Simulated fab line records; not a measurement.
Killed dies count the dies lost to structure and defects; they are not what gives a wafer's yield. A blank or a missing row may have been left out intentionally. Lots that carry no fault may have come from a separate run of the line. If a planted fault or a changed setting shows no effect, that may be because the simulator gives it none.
Split-lot trial + flow n5-finfet + 39 wafers read from 7 lots, route of 1938 steps

THE SPLIT ITSELF
At N5_SD_EPI_N_ETCH_45 (etches SiOCN in CH3F/O2, target depth 6 nm), the setting target-depth-a was moved away from the recipe's 60 angstrom on 15 of the 39 wafers read, by -12.4% to +12.8%. For the rest of the wafers, this setting stayed at what the recipe calls for.

The split's own step is where the reading is taken.

THE READING
etch.depth-nm (the simulator's own value, which no gauge read), in nm, at N5_SD_EPI_N_ETCH_45 (etches SiOCN in CH3F/O2, target depth 6 nm). The file does not state a usual value for it. The 24 wafers here that ran the recipe average 6.082 nm, standard deviation 0.086 nm.

| wafer  | tool, chamber at the split | target-depth-a as run, angstrom | against the recipe | etch.depth-nm, nm | against lot-mates on the recipe |
|--------|----------------------------|---------------------------------|--------------------|-------------------|---------------------------------|
| L074.1 | rie-diel-01, 1             | 67.69                           | +12.8%             | 6.832             | +0.613                          |
| L074.2 | rie-diel-01, 2             | 60                              | recipe             | 6.24              | -                               |
| L074.3 | rie-diel-01, 0             | 60                              | recipe             | 6.233             | -                               |
| L074.4 | rie-diel-01, 1             | 67.69                           | +12.8%             | 6.83              | +0.611                          |
| L074.5 | rie-diel-01, 0             | 60                              | recipe             | 6.185             | -                               |
| L074.6 | rie-diel-01, 2             | 67.69                           | +12.8%             | 6.945             | +0.726                          |
| L077.2 | rie-diel-02, 1             | 60                              | recipe             | 6.048             | -                               |
| L077.5 | rie-diel-02, 1             | 60                              | recipe             | 6.022             | -                               |
| L077.6 | rie-diel-02, 0             | 60                              | recipe             | 5.993             | -                               |
| L080.1 | rie-diel-01, 3             | 60                              | recipe             | 6.137             | -                               |
| L080.2 | rie-diel-01, 0             | 60                              | recipe             | 6.198             | -                               |
| L080.3 | rie-diel-01, 1             | 60                              | recipe             | 6.088             | -                               |
| L080.4 | rie-diel-01, 2             | 60                              | recipe             | 6.151             | -                               |
| L080.5 | rie-diel-01, 1             | 60                              | recipe             | 6.094             | -                               |
| L080.6 | rie-diel-01, 2             | 60                              | recipe             | 6.192             | -                               |
| L084.1 | rie-diel-04, 1             | 60                              | recipe             | 6.135             | -                               |
| L084.2 | rie-diel-04, 2             | 60                              | recipe             | 6.076             | -                               |
| L084.3 | rie-diel-04, 3             | 65.7                            | +9.5%              | 6.659             | +0.564                          |
| L084.4 | rie-diel-04, 0             | 65.7                            | +9.5%              | 6.538             | +0.443                          |
| L084.5 | rie-diel-04, 3             | 60                              | recipe             | 6.075             | -                               |
| L084.6 | rie-diel-04, 0             | 65.7                            | +9.5%              | 6.527             | +0.432                          |
| L087.1 | rie-diel-01, 2             | 60                              | recipe             | 6.106             | -                               |
| L087.2 | rie-diel-01, 3             | 67                              | +11.7%             | 6.821             | +0.771                          |
| L087.3 | rie-diel-01, 0             | 67                              | +11.7%             | 6.785             | +0.735                          |
| L087.4 | rie-diel-01, 1             | 60                              | recipe             | 6.014             | -                               |
| L087.5 | rie-diel-01, 0             | 67                              | +11.7%             | 6.765             | +0.715                          |
| L087.6 | rie-diel-01, 3             | 60                              | recipe             | 6.031             | -                               |
| L090.1 | rie-diel-02, 0             | 52.53                           | -12.4%             | 5.256             | -0.707                          |
| L090.2 | rie-diel-02, 3             | 52.53                           | -12.4%             | 5.125             | -0.838                          |
| L090.3 | rie-diel-02, 2             | 60                              | recipe             | 5.921             | -                               |
| L090.4 | rie-diel-02, 3             | 52.53                           | -12.4%             | 5.149             | -0.814                          |
| L090.5 | rie-diel-02, 0             | 60                              | recipe             | 6.034             | -                               |
| L090.6 | rie-diel-02, 2             | 60                              | recipe             | 5.933             | -                               |
| L095.1 | rie-diel-04, 2             | 60                              | recipe             | 6.01              | -                               |
| L095.2 | rie-diel-04, 1             | 60                              | recipe             | 6.051             | -                               |
| L095.3 | rie-diel-04, 0             | 65.13                           | +8.5%              | 6.385             | +0.363                          |
| L095.4 | rie-diel-04, 3             | 65.13                           | +8.5%              | 6.468             | +0.446                          |
| L095.5 | rie-diel-04, 3             | 60                              | recipe             | 6.005             | -                               |
| L095.6 | rie-diel-04, 2             | 65.13                           | +8.5%              | 6.503             | +0.481                          |

THE FIT
A straight line over all 39 wafers: etch.depth-nm changes by +0.0621 nm for each +1% of target-depth-a; r = +0.97; the points scatter about the line by 0.095 nm.
The same after taking each lot's own level away (the mean of its wafers on the recipe; 39 wafers): +0.0573 nm for each +1%; r = +0.99; scatter 0.06 nm.
That fit puts the effect of the largest move of target-depth-a on the reading at 0.73 nm.
From 5.9627 to 6.2193 nm: that is the span of the lots' own levels, equal to 3.0 times the standard deviation above.
The two slopes agree, so the slope changes little with the lot-to-lot level.
Check: +0.729 nm against its lot-mates is what the line predicts for one of the wafers moved furthest among these (+12.8%) when that wafer is left out of the fit. Against them it came out at +0.613 nm.

OTHER SPLITS APPLIED TO THESE WAFERS
Note: prior to the reading, these wafers also went through further splits. Each is held against what the fit with the lots' levels taken away leaves over:
| other split on the same wafers       | wafers away from the commonest value | r with etch.depth-nm (lot level and that fit taken away) |
|--------------------------------------|--------------------------------------|----------------------------------------------------------|
| N5_DUMMY_GATE_ETCH_37 source-w       | 15                                   | +0.11                                                    |
| N5_DUMMY_GATE_ETCH_31 target-depth-a | 9                                    | +0.00                                                    |
| N5_DUMMY_GATE_ETCH_32 time-s         | 12                                   | -0.04                                                    |

THE FILE'S OWN FIT
etch.depth-nm changes by +0.0565 nm for each +1% of target-depth-a, r = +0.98.
